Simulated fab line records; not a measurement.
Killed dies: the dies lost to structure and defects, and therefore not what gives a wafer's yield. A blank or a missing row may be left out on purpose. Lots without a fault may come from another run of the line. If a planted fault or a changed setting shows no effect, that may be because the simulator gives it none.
Chamber matching -- flow nand_harc -- NHARC_P_M1_CMP_23 on cmp-02 has 4 sister chambers
The step polishes, t overpolish 20 s, target thk 157.82 nm. 4 wafers are shown with their chamber, then 7 later ones without.

## WAFERS WITH THEIR CHAMBER
wafer,chamber,motor_current_A (A)
L076.3,2,10.1
L080.3,1,10.5
L086.1,0,12.5
L086.3,3,11.3

## WAFERS MISSING THEIR CHAMBER
wafer,motor_current_A (A)
L086.5,10.9
L085.2,11.6
L085.5,10.2
L085.6,10.6
L097.1,11.0
L097.3,12.5
L097.4,10.9

## WHICH CHAMBER EACH ONE RAN IN
wafer,from the rows above,in truth
L086.5,can't be placed: 1 or 3 or 2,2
L085.2,3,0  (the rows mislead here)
L085.5,can't be placed: 2 or 1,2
L085.6,can't be placed: 1 or 2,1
L097.1,can't be placed: 3 or 1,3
L097.3,0,0
L097.4,can't be placed: 1 or 3 or 2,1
Correct placement for 1 of the 7. Cannot be placed on the basis of these rows: 5; the candidates contain the true chamber in 5. Number placed wrongly: 1.
How it was worked out, from the rows above alone: a wafer's distance from a chamber is the root of the sum, over the readings, of the square of ((its reading less the chamber's mean) divided by the reading's scatter). If the next closest chamber is less than 2 further off than the closest, the wafer can't be placed; otherwise it belongs to the closest. For every chamber, the mean is computed from those of its wafers that are shown. The scatter: with one shown wafer a chamber, the root of the mean of the squares of how far each hidden wafer lies from its nearest shown one.
